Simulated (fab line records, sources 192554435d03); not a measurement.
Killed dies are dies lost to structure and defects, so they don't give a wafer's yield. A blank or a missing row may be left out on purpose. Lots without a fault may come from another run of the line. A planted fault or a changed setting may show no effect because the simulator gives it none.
Chamber matching | flow n5_finfet | N5_FIN_SAQP_PECVD_48 on pecvd-04: 3 sister chambers
The step deposits SiNx from SiH4/NH3/N2, target thk 25 nm, time 22.1 s. 3 wafers are shown with their chamber, then 11 later ones without.

WAFERS WITH THEIR CHAMBER
wafer  | chamber | throttle_valve_pct (%)
L084.1 | 0       | 38.6
L084.3 | 2       | 36.9
L085.2 | 1       | 37.2

WAFERS WITHOUT THEIR CHAMBER
wafer  | throttle_valve_pct (%)
L085.5 | 36.8
L085.6 | 38.5
L091.3 | 37.0
L091.4 | 37.3
L091.6 | 38.3
L094.1 | 38.6
L094.2 | 37.4
L094.3 | 36.9
L096.1 | 37.4
L096.3 | 36.8
L096.4 | 38.3

WHICH CHAMBER EACH WENT THROUGH
wafer  | from the rows above     | in truth
L085.5 | can't be placed: 2 or 1 | 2
L085.6 | 0                       | 0
L091.3 | can't be placed: 2 or 1 | 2
L091.4 | can't be placed: 1 or 2 | 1
L091.6 | 0                       | 0
L094.1 | 0                       | 0
L094.2 | can't be placed: 1 or 2 | 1
L094.3 | can't be placed: 2 or 1 | 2
L096.1 | can't be placed: 1 or 2 | 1
L096.3 | can't be placed: 2 or 1 | 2
L096.4 | 0                       | 0
Placed correctly: 4 of 11. Can't be placed from these rows: 7 (the true chamber is among the candidates in 7). Placed wrongly: 0.
How it was worked out, from the rows above alone: a wafer's distance from a chamber is the root of the sum, over the readings, of the square of ((its reading less the chamber's mean) divided by the reading's scatter). The wafer belongs to the nearest chamber; if the next one is less than 2 further off, it can't be placed. A chamber's mean is the mean of its shown wafers. The scatter: with one shown wafer a chamber, the root of the mean of the squares of how far each hidden wafer lies from its nearest shown one.
